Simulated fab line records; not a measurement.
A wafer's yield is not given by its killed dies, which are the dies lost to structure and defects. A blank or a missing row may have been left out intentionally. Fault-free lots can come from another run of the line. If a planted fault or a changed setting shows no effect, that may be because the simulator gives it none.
fab line records    flow n5_finfet
[record] lots = 6  wafers = 16  last_day = 16
route steps=1938 shown SD_ACTIVATION@330 ILD0@335 BEOL_M4@1111 PASSIVATION@1936
lots that met no fault: taken from a fault-free run of the same line
start_h: the number of hours between the record's first day and the start of the first shown wafer of the lot    wait_h: hours from the lot's prior step to this one    " as in the row above    L1.1+2: several wafers, shown together as one row    - either no value or no given start    * or withheld: withheld    < > ~ a bound
route shown NAME@n: names a module that has steps shown in the file, with the first one's number in the route    usual: mean/standard deviation taken from wafers without a fault    same: alike in all rows    chamber/n: place in a boat    sites: per-site readings    _std_site: standard deviation of those values    _edge_site: the outer-site mean with the inner-site mean subtracted    radius_mm: for every site, how far away it sits from the centre of the wafer    mask NAME#n: copy n    behind: the tool/chamber that last shaped the wafer    hold: the reason the lot was held/the length of the hold in hours/how it ended    device: which transistor (n, p or np) failed to switch    end of line: the tests these same wafers got at the end of their route    step lacking rows: just its recipe    killed: not the wafer's yield, but the dies lost to structure and defects at the first sort    map: dies across one wafer; x = killed, . = not, _ = none there
set.NAME: the run value of the setting; set.NAME@STEP: its run value at that earlier step    model.NAME: the simulator's own value behind a step, which no gauge read
certain route steps with their lots: each step a table, each wafer a row
services: from which hour (start_h, from the record's first day; less than 0 if before it) a tool's chamber was out of use, for how many hours, and why
[[steps]]
[step N5_SD_ACTIVATION_RTA_00]
[recipe] temp_c = 975  time_s = 0  ambient = N2  idle_temp_c = 600  ramp_up_c_per_s = 150  ramp_down_c_per_s = 60  cool_to_c = 600
[step N5_SD_ACTIVATION_LSA_01]
[recipe] temp_c = 1080  time_s = 0.0008  ambient = N2
[usual] wafer_temp_C_max = 1085.6/1.2
[same] time_s = 0.0008
lot.wafer  tool             chamber  start_h  wait_h  wafer_temp_C_max
L287.3     laser_anneal-02  0        67.33    0.2     1088.2
L287.4     "                0        "        "       1084.9
L287.6     "                0        "        "       1086.9
L290.2     laser_anneal-01  0        82.96    0.2     1082.9
L290.3     "                0        "        "       1083.9
L290.6     "                0        "        "       1085.4
L291.2     laser_anneal-02  0        86.71    0.2     1086.8
L291.4     "                0        "        "       1085.8
L291.6     "                0        "        "       1085.2
L298.1     laser_anneal-02  0        130.84   0.2     1086.1
L298.2     "                0        "        "       1085.7
L298.6     "                0        "        "       1084.5
L304.2     laser_anneal-02  0        170.30   1.7     1087.7
L304.3     "                0        "        "       1085.3
L306.4     laser_anneal-01  0        178.59   0.2     1085.2
L306.6     "                0        "        "       1084.6
[step N5_SD_ACTIVATION_RS_MEAS_03]
[recipe] thk_meas_gauge = four-point-probe
[usual] RS_SD_N = 22.0/0.31  RS_SD_P = 56.2/1.2
lot.wafer  tool           chamber  start_h  wait_h  RS_SD_N[ohm/sq]  RS_SD_P[ohm/sq]
L287.3     film_metro-01  -        67.52    0.2     22.3             57.3
L287.4     "              -        "        "       22.6             56.5
L287.6     "              -        "        "       22.2             55.8
L290.2     film_metro-02  -        83.16    0.2     22.0             54.3
L290.3     "              -        "        "       21.7             55.1
L290.6     "              -        "        "       21.9             54.7
L291.2     film_metro-02  -        86.90    0.2     22.2             58.1
L291.4     "              -        "        "       21.7             56.3
L291.6     "              -        "        "       22.1             57.3
L298.1     film_metro-02  -        131.04   0.2     22.3             55.5
L298.2     "              -        "        "       22.1             55.1
L298.6     "              -        "        "       21.9             55.1
L304.2     film_metro-02  -        170.49   0.2     22.3             56.1
L304.3     "              -        "        "       22.2             56.6
L306.4     film_metro-02  -        178.76   0.1     22.2             55.0
L306.6     "              -        "        "       22.2             55.8
[step N5_SD_ACTIVATION_INSPECT_02]
[recipe] inspect_instrument = darkfield  mode = post_anneal
[usual] raw_defect_count = 180/36
lot.wafer  tool               chamber  start_h  wait_h  raw_defect_count
L287.3     defect_inspect-01  -        67.81    0.1     202
L287.4     "                  -        "        "       118
L287.6     "                  -        "        "       155
L290.2     defect_inspect-01  -        83.46    0.1     164
L290.3     "                  -        "        "       130
L290.6     "                  -        "        "       146
L291.2     defect_inspect-02  -        87.22    0.2     155
L291.4     "                  -        "        "       190
L291.6     "                  -        "        "       128
L298.1     defect_inspect-02  -        131.37   0.2     262
L298.2     "                  -        "        "       239
L298.6     "                  -        "        "       204
L304.2     defect_inspect-02  -        170.79   0.1     194
L304.3     "                  -        "        "       151
L306.4     defect_inspect-01  -        179.03   0.1     160
L306.6     "                  -        "        "       167
[step N5_ILD0_LINER_00]
[recipe] material = SiNx  target_thk_a = 40  temp_c = 400  ald_precursor_family = SiH2I2  ald_co_reactant = N2/H2-plasma  pulse_time_s = 1  purge_time_s = 2  co_reactant_purge_time_s = 2  ald_cycles = 80  pressure_torr = 2
[usual] heater_power_w = 777/71  precursor_pulse_height_rel = 0.998/0.02  susceptor_temp_C = 400.00/0.22
lot.wafer  tool        chamber  start_h  wait_h  heater_power_w  precursor_pulse_height_rel  susceptor_temp_C
L287.3     ald_sin-04  3        68.04    0.2     742             1.002                       399.75
L287.4     "           0        "        "       831             1.002                       400.05
L287.6     "           3        "        "       718             0.987                       399.95
L290.2     ald_sin-01  2        83.92    0.5     770             0.993                       400.12
L290.3     "           0        "        "       787             0.987                       400.31
L290.6     "           3        "        "       917             1.013                       399.80
L291.2     ald_sin-04  0        88.52    1.3     832             0.984                       400.16
L291.4     "           2        "        "       807             1.015                       400.21
L291.6     "           3        "        "       734             0.995                       400.04
L298.1     ald_sin-01  3        131.43   0.1     916             1.000                       400.29
L298.2     "           0        "        "       793             0.965                       399.91
L298.6     "           2        "        "       789             0.995                       399.70
L304.2     ald_sin-03  0        170.83   0.0     718             0.986                       400.25
L304.3     "           1        "        "       664             0.986                       399.92
L306.4     ald_sin-01  3        179.08   0.1     902             1.006                       399.69
L306.6     "           2        "        "       767             0.969                       399.84
[step N5_ILD0_FCVD_FILL_01]
[recipe] material = SiO2_flowable  target_thk_a = 2000  temp_c = 100  pressure_torr = 0.8  rf_w = 2000  time_s = 328.3
[step N5_ILD0_CURE_02]
[recipe] temp_c = 450  time_s = 1800  ambient = steam  idle_temp_c = 400  ramp_up_c_per_min = 5  ramp_down_c_per_min = 3  densification_p_h2o_torr = 640
[step N5_ILD0_CMP_03]
[recipe] stop_on = SiNx  t_overpolish_s = 1.9  post_cmp_clean = alkaline_brush  down_force_psi = 4.1491  platen_rpm = 51.796  pad_velocity_m_s = 1.0306  target_thk_nm = 197.38
[usual] edge_zone_pressure_frac = 1.000/0.005  motor_current_A = 12.9/1.7  overpolish_run_s = 1.900/0.0088  pad_life_wafers = 1134/570  time_to_endpoint_s = 71.0/2.4
lot.wafer  tool    chamber  start_h  wait_h  edge_zone_pressure_frac  motor_current_A  overpolish_run_s  pad_life_wafers  time_to_endpoint_s
L287.3     cmp-01  2        70.45    0.1     1.008                    9.9              1.907             1711             71.8
L287.4     "       0        "        "       0.996                    14.3             1.910             1713             70.8
L287.6     "       1        "        "       1.002                    13.3             1.908             -                69.4
L290.3     cmp-01  2        86.32    0.1     1.000                    10.2             1.904             1849             75.4
L290.2     "       3        "        "       1.001                    16.4             1.902             1850             70.6
L290.6     "       2        "        "       1.004                    9.9              1.899             -                75.1
L291.4     cmp-01  2        90.94    0.1     0.992                    9.7              1.904             1891             76.4
L291.2     "       3        "        "       1.010                    15.8             1.903             1892             71.1
L291.6     "       2        "        "       0.994                    9.8              1.895             -                76.7
L298.1     cmp-02  0        133.87   0.1     0.995                    12.2             1.893             1098             71.3
L298.2     "       1        "        "       1.003                    13.4             1.886             1099             70.4
L298.6     "       1        "        "       1.008                    13.1             1.888             -                73.3
L304.2     cmp-01  1        173.56   0.0     1.005                    13.3             1.882             318              68.1
L304.3     "       3        "        "       1.005                    16.7             1.911             320              68.9
L306.4     cmp-03  1        181.58   0.2     1.000                    12.9             1.909             1149             71.0
L306.6     "       2        "        "       1.004                    14.8             1.898             -                75.5
[step N5_ILD0_THK_MEAS_04]
[usual] thk_nm = 197.6/1
lot.wafer  tool           chamber  start_h  wait_h  thk_nm
L287.3     film_metro-01  -        70.71    -       198.4
L287.4     "              -        "        "       197.2
L287.6     "              -        "        "       197.8
L290.2     film_metro-01  -        86.58    -       198.4
L290.3     "              -        "        "       197.9
L290.6     "              -        "        "       198.6
L291.2     film_metro-01  -        91.19    -       197.7
L291.4     "              -        "        "       198.4
L291.6     "              -        "        "       199.5
L298.1     film_metro-02  -        134.17   -       198.6
L298.2     "              -        "        "       198.4
L298.6     "              -        "        "       198.8
L304.2     film_metro-01  -        173.85   -       197.6
L304.3     "              -        "        "       195.9
L306.4     film_metro-02  -        181.76   -       197.1
L306.6     "              -        "        "       197.4
[step N5_ILD0_CMP_07]
[recipe] stop_on = poly-Si  material = SiO2_flowable  t_overpolish_s = 1.18  post_cmp_clean = alkaline_brush  down_force_psi = 4.1491  platen_rpm = 51.796  pad_velocity_m_s = 1.0306  target_thk_nm = 138.88
[usual] edge_zone_pressure_frac = 1.000/0.0045  motor_current_A = 13.0/1.6  pad_life_wafers = 954/590
lot.wafer  tool    chamber  start_h  wait_h  edge_zone_pressure_frac  motor_current_A  pad_life_wafers
L287.3     cmp-03  0        70.74    0.0     1.001                    11.2             198
L287.4     "       3        "        "       1.001                    13.5             201
L287.6     "       0        "        "       1.003                    11.6             -
L290.2     cmp-03  2        86.62    0.0     0.995                    14.8             330
L290.3     "       1        "        "       0.999                    13.9             333
L290.6     "       2        "        "       1.003                    14.5             -
L291.4     cmp-01  2        91.22    0.0     0.995                    10.4             1896
L291.2     "       1        "        "       0.996                    13.4             1899
L291.6     "       2        "        "       1.001                    9.9              -
L298.1     cmp-02  0        134.20   0.0     1.000                    12.1             1104
L298.2     "       1        "        "       0.999                    13.3             1105
L298.6     "       1        "        "       1.000                    14.3             -
L304.2     cmp-01  1        174.08   0.2     1.004                    13.3             332
L304.3     "       2        "        "       0.996                    10.0             333
L306.4     cmp-03  3        181.90   0.1     0.996                    12.9             1155
L306.6     "       1        "        "       0.995                    12.7             -
[step N5_ILD0_THK_MEAS_08]
[usual] thk_nm = 138.7/1.2
lot.wafer  tool           chamber  start_h  wait_h  thk_nm
L287.3     film_metro-02  -        71.04    -       141.4
L287.4     "              -        "        "       140.4
L287.6     "              -        "        "       140.9
L290.2     film_metro-01  -        86.92    -       139.4
L290.3     "              -        "        "       141.0
L290.6     "              -        "        "       138.9
L291.2     film_metro-02  -        91.52    -       137.4
L291.4     "              -        "        "       138.5
L291.6     "              -        "        "       139.0
L298.1     film_metro-02  -        134.49   -       139.6
L298.2     "              -        "        "       137.2
L298.6     "              -        "        "       138.9
L304.2     film_metro-02  -        174.30   -       139.2
L304.3     "              -        "        "       138.9
L306.4     film_metro-02  -        182.08   -       140.3
L306.6     "              -        "        "       139.4
[step N5_ILD0_PRECLEAN_10]
[recipe] chemistry = NF3:NH3  afs_cycles = 5  time_s = 20  temp_c = 30  sublimation_temp_c = 180  sublimation_time_s = 60  pressure_torr = 3  rf_power_w = 30
[usual] rf_power_w = 29.96/0.085  time_s = 20/0
lot.wafer  tool              chamber  start_h  wait_h  rf_power_w  time_s
L287.3     remote_plasma-02  1        71.36    0.3     30.06       20
L287.4     "                 1        "        "       29.99       20
L287.6     "                 1        "        "       30.12       20
L290.2     remote_plasma-01  1        87.06    0.1     29.84       20
L290.3     "                 1        "        "       29.85       20
L290.6     "                 1        "        "       29.85       20
L291.2     remote_plasma-01  0        91.67    0.1     30.05       20
L291.4     "                 0        "        "       29.99       20
L291.6     "                 0        "        "       29.95       20
L298.1     remote_plasma-01  1        134.53   0.0     30.01       20
L298.2     "                 1        "        "       30.02       20
L298.6     "                 1        "        "       30.05       20
L304.2     remote_plasma-01  0        174.45   0.1     29.95       20
L304.3     "                 0        "        "       29.97       18.336
L306.4     remote_plasma-01  0        182.45   0.4     29.92       18.336
L306.6     "                 0        "        "       29.99       20
[step N5_ILD0_ALD_15]
[recipe] material = SiNx  target_thk_a = 240  temp_c = 400  ald_precursor_family = SiH2I2  ald_co_reactant = N2/H2-plasma  pulse_time_s = 1  ald_cycles = 480  purge_time_s = 2  co_reactant_purge_time_s = 2  pressure_torr = 2
[usual] heater_power_w = 772/71  precursor_pulse_height_rel = 1.002/0.018  susceptor_temp_C = 400.01/0.21
lot.wafer  tool        chamber  start_h  wait_h  heater_power_w  precursor_pulse_height_rel  susceptor_temp_C
L287.3     ald_sin-04  3        73.06    1.5     723             1.006                       399.96
L287.4     "           0        "        "       834             1.017                       399.88
L287.6     "           0        74.14    2.2     830             1.029                       400.45
L290.2     ald_sin-04  0        88.91    1.7     822             1.008                       400.45
L290.3     "           2        "        "       782             0.981                       400.11
L290.6     "           2        90.00    2.4     799             0.989                       400.32
L291.2     ald_sin-04  2        92.37    0.6     791             1.015                       399.78
L291.4     "           0        93.45    1.5     827             1.013                       399.99
L291.6     "           3        "        "       726             1.005                       400.24
L298.1     ald_sin-01  1        135.21   0.6     718             0.995                       399.94
L298.2     "           0        "        "       792             1.022                       400.22
L298.6     "           2        136.30   1.1     772             1.000                       399.82
L304.2     ald_sin-01  2        175.02   0.5     771             0.983                       399.92
L304.3     "           1        "        "       733             0.989                       399.86
L306.4     ald_sin-04  1        182.80   0.2     728             0.997                       400.20
L306.6     "           1        183.88   1.1     754             1.009                       400.09
[step N5_BEOL_M4_RC_MEAS_101]
[usual] DIBL_N = 36.5/1.4  DIBL_P = 36.6/1.6  IOFF_N = 0.160/0.024  IOFF_P = 0.217/0.029  ION_N = 674/8.7  ION_P = 464/6.5  SS_N = 71.6/0.47  SS_P = 73.4/0.57  VT_N = 250.0/2.5  VT_P = -250/3.1
lot.wafer  tool       chamber  start_h  wait_h  DIBL_N[mV/V]  DIBL_P[mV/V]  IOFF_N[nA/um]  IOFF_P[nA/um]  ION_N[uA/um]  ION_P[uA/um]  SS_N[mV/dec]  SS_P[mV/dec]  VT_N[mV]  VT_P[mV]
L287.3     prober-02  0        174.38   0.3     33.7          35.3          0.136          0.191          658           461           71.6          73.3          250.9     -249
L287.4     "          0        "        "       35.1          36.5          0.151          0.205          681           473           72.4          73.4          251.0     -249
L287.6     "          0        "        "       32.8          33.8          0.116          0.167          668           465           71.3          72.4          256.0     -254
L290.2     prober-01  0        195.49   0.2     37.3          37.8          0.193          0.267          688           481           71.8          72.7          245.2     -244
L290.3     "          0        "        "       36.4          37.2          0.182          0.263          688           479           71.7          73.4          246.1     -245
L290.6     "          0        "        "       36.7          37.0          0.184          0.254          690           476           71.8          72.3          249.1     -245
L291.2     prober-02  0        210.98   0.2     36.4          37.1          0.173          0.207          676           464           71.5          73.2          250.2     -250
L291.4     "          0        "        "       37.4          37.9          0.186          0.223          679           457           71.3          74.2          248.0     -251
L291.6     "          0        "        "       36.7          37.4          0.177          0.214          682           464           70.9          73.4          246.3     -253
L298.1     prober-01  0        243.84   0.0     37.9          37.8          0.179          0.259          674           466           71.5          73.1          248.5     -245
L298.2     "          0        "        "       37.2          37.1          0.170          0.244          684           474           71.3          73.9          247.9     -248
L298.6     "          0        "        "       36.6          36.2          0.155          0.221          680           468           71.7          72.8          249.9     -247
L304.2     prober-01  0        278.10   0.2     34.3          35.8          0.130          0.185          659           456           71.4          73.3          254.4     -252
L304.3     "          0        "        "       33.7          35.7          0.128          0.182          660           456           71.2          72.3          254.5     -254
L306.4     prober-01  0        294.96   0.5     40.2          40.2          0.245          0.299          693           473           72.9          73.9          247.0     -244
L306.6     "          0        "        "       36.4          36.4          0.159          0.221          679           467           71.3          73.8          249.7     -247
[step N5_PASSIVATION_PROBE_49]
[usual] defect_limited_yield = 91.2/1.4  killed_at_M0_to_M3 = 34/9.4  killed_at_M4_up = 13/5.8  killed_at_contacts = 13/6.4  killed_at_front_end = 41/11  killed_at_other = 3.1/2.3  killed_dies = 103/16  killed_on_rim = 13/3.4  killed_open = 69/12  killed_short = 33/7.8  sort_bin_5_function = 5.1/0.91  sort_bin_6_memory = 3.3/0.63  sort_n_pass = 1077/16  sort_yield_pct = 91.2/1.4
[same] gross_dies = 1180  killed_at_back_side = 0  sort_bin_4_leakage[%] = 0  sort_bin_8_speed[%] = 0
lot.wafer  tool       chamber  start_h  wait_h  defect_limited_yield[%]  killed_at_M0_to_M3  killed_at_M4_up  killed_at_contacts  killed_at_front_end  killed_at_other  killed_dies  killed_on_rim  killed_open  killed_short  sort_bin_5_function[%]  sort_bin_6_memory[%]  sort_n_pass  sort_yield_pct[%]
L287.3     prober-01  -        283.54   0.1     92.7                     38                  10               7                   30                   1                86           9              63           23            4.5                     2.4                   1094         92.7
L287.4     prober-01  -        283.59   0.2     90.1                     48                  16               10                  41                   2                117          12             81           36            5.3                     4.4                   1063         90.1
L287.6     prober-01  -        283.69   0.3     89.9                     59                  10               10                  38                   2                119          12             77           40            6.1                     3.6                   1061         89.9
L298.2     prober-02  -        342.86   0.1     90.7                     38                  11               16                  39                   6                110          22             71           39            5.4                     3.6                   1070         90.7
L306.4     prober-02  -        386.83   0.2     89.7                     38                  12               14                  55                   2                121          14             72           43            6.4                     3.6                   1059         89.7
L306.6     prober-02  -        386.93   0.3     88.9                     45                  9                15                  60                   2                131          15             95           33            6.4                     4.1                   1049         88.9
// killed by level:class
L287.3 FIN_SAQP:geometric_particle:open=12 BEOL_M1:geometric_particle:open=9 BEOL_M0_SAQP:geometric_particle:open=6 BEOL_M3:geometric_particle:open=6 BEOL_M2:geometric_particle:open=5 BEOL_M8:geometric_particle:open=5 MOL_CONTACT_COAG:geometric_particle:open=4 FIN_SAQP:geometric_particle:short=3
L287.4 FIN_SAQP:geometric_particle:short=14 BEOL_M2:geometric_particle:open=12 BEOL_M1:geometric_particle:open=10 BEOL_M3:geometric_particle:open=9 BEOL_M4:geometric_particle:open=9 MOL_CONTACT_COAG:geometric_particle:open=8 FIN_SAQP:geometric_particle:open=7 BEOL_M2:geometric_particle:short=7
L287.6 BEOL_M2:geometric_particle:open=12 BEOL_M0_SAQP:geometric_particle:short=11 BEOL_M3:geometric_particle:open=11 STI_FIN_REVEAL:geometric_particle:open=10 BEOL_M1:geometric_particle:open=9 MOL_CONTACT_COAG:geometric_particle:open=8 FIN_SAQP:geometric_particle:short=7 BEOL_M3:geometric_particle:short=6
L298.2 MOL_CONTACT_COAG:geometric_particle:open=13 BEOL_M0_SAQP:geometric_particle:open=11 STI_FIN_REVEAL:geometric_particle:open=10 BEOL_M0_SAQP:geometric_particle:short=10 BEOL_M2:geometric_particle:open=7 DUMMY_GATE:geometric_particle:open=5 BEOL_M2:geometric_particle:short=5 BEOL_M4:geometric_particle:open=5
L306.4 STI_FIN_REVEAL:geometric_particle:open=17 FIN_SAQP:geometric_particle:short=12 BEOL_M3:geometric_particle:open=12 MOL_CONTACT_COAG:geometric_particle:open=9 BEOL_M2:geometric_particle:open=6 MOL_CONTACT_COAG:geometric_particle:short=5 GATE_CUT:geometric_particle:open=4 GATE_CUT:geometric_particle:short=4
L306.6 FIN_SAQP:geometric_particle:open=21 STI_FIN_REVEAL:geometric_particle:open=19 BEOL_M3:geometric_particle:open=17 BEOL_M1:geometric_particle:open=10 MOL_CONTACT_COAG:geometric_particle:open=10 FIN_SAQP:geometric_particle:short=9 BEOL_M0:geometric_particle:open=6 MOL_CONTACT_COAG:geometric_particle:short=5
[[services]]
tool              chamber  start_h  hours  kind
cmp-03            -        44.09    4.0    pm
ald_sin-04        1        56.92    36.9   repair
laser_anneal-02   -        57.60    3.4    pm
ald_sin-04        2        61.59    15.3   repair
cmp-03            -        72.45    0.3    repair
cmp-01            -        84.26    1.0    repair
ald_sin-01        -        85.31    14.0   pm
ald_sin-01        0        85.31    14.0   vent_cycle
ald_sin-01        1        85.31    14.0   vent_cycle
ald_sin-01        2        85.31    14.0   vent_cycle
laser_anneal-01   -        85.39    88.8   pm
cmp-03            -        94.83    0.4    repair
ald_sin-01        -        99.31    2.8    pm
ald_sin-04        -        104.09   1.6    repair
cmp-01            -        115.10   4.0    pm
cmp-02            -        117.19   3.8    repair
cmp-01            -        119.10   -      consumable_replace:conditioner
cmp-01            -        119.10   -      consumable_replace:pad
cmp-01            -        132.38   17.3   repair
ald_sin-04        -        134.13   3.2    repair
ald_sin-03        -        153.63   2.8    pm
remote_plasma-01  -        163.10   0.2    repair
laser_anneal-02   -        167.67   2.6    repair
cmp-02            -        172.36   4.9    pm
[[key]]
[first_sign] step = N5_ILD0_PRECLEAN_10  reading = time_s  direction = down  sigmas = 99+  usual = *  struck = *
effect none on later readings
met_at N5_ILD0_PRECLEAN_10
struck_wafers L304.3,L306.4
onset_between 134.53 174.45
[fault] kind = process_parameter_drift  tool = remote_plasma-01  chamber = -  onset_h = 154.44  steps = N5_ILD0_PRECLEAN_10  channel = time_s  offset = *  shape = step  end_h = 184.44  scope = struck_wafers_only  acts_in = *  stated = *
